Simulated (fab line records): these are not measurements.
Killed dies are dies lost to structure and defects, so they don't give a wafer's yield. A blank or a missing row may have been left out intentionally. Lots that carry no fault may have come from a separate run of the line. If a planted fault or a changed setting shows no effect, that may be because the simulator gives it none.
Chamber matching ; flow n5Finfet ; N5_FIN_SAQP_SPACER1_ETCHBACK_25 on rieDiel-06 has 4 sister chambers
The step etches SiO2 in CHF3/O2, target depth 24.4 nm, time 12.2 s. 7 wafers are shown with their chamber, then 7 later ones without.

== WAFERS, EACH WITH ITS CHAMBER ==
wafer;chamber;throttleValvePct (%);oesProductAu (a.u.)
L078.5;3;18.95;0.80
L081.3;3;18.95;0.80
L081.5;2;18.81;0.69
L083.5;0;19.14;0.68
L083.6;1;19.01;0.77
L085.1;2;18.81;0.69
L085.5;0;19.15;0.67

== WAFERS WHOSE CHAMBER IS MISSING ==
wafer;throttleValvePct (%);oesProductAu (a.u.)
L085.6;19.03;0.77
L087.1;19.15;0.68
L087.3;18.98;0.77
L087.5;18.83;0.69
L097.1;19.07;0.74
L097.2;18.74;0.95
L097.3;18.45;0.97

== THE CHAMBER EACH PASSED THROUGH ==
wafer;from the rows above;in truth
L085.6;1;1
L087.1;0;0
L087.3;1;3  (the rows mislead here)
L087.5;2;2
L097.1;1;1
L097.2;3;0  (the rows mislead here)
L097.3;2;2
Correct placement for 5 of the 7. Number that these rows cannot place: 0. 2 placed wrongly.
How it was worked out, from the rows above alone: a wafer's distance from a chamber is the root of the sum, over the readings, of the square of ((its reading less the chamber's mean) divided by the reading's scatter). If the next closest chamber is less than 2 further off than the closest, the wafer can't be placed; otherwise it belongs to the closest. Each chamber's mean is taken over the wafers shown for it. How the scatter is found: for the shown wafers, subtract from each reading the mean of its chamber, square and add these, divide the total by (wafers less chambers), then take the root.
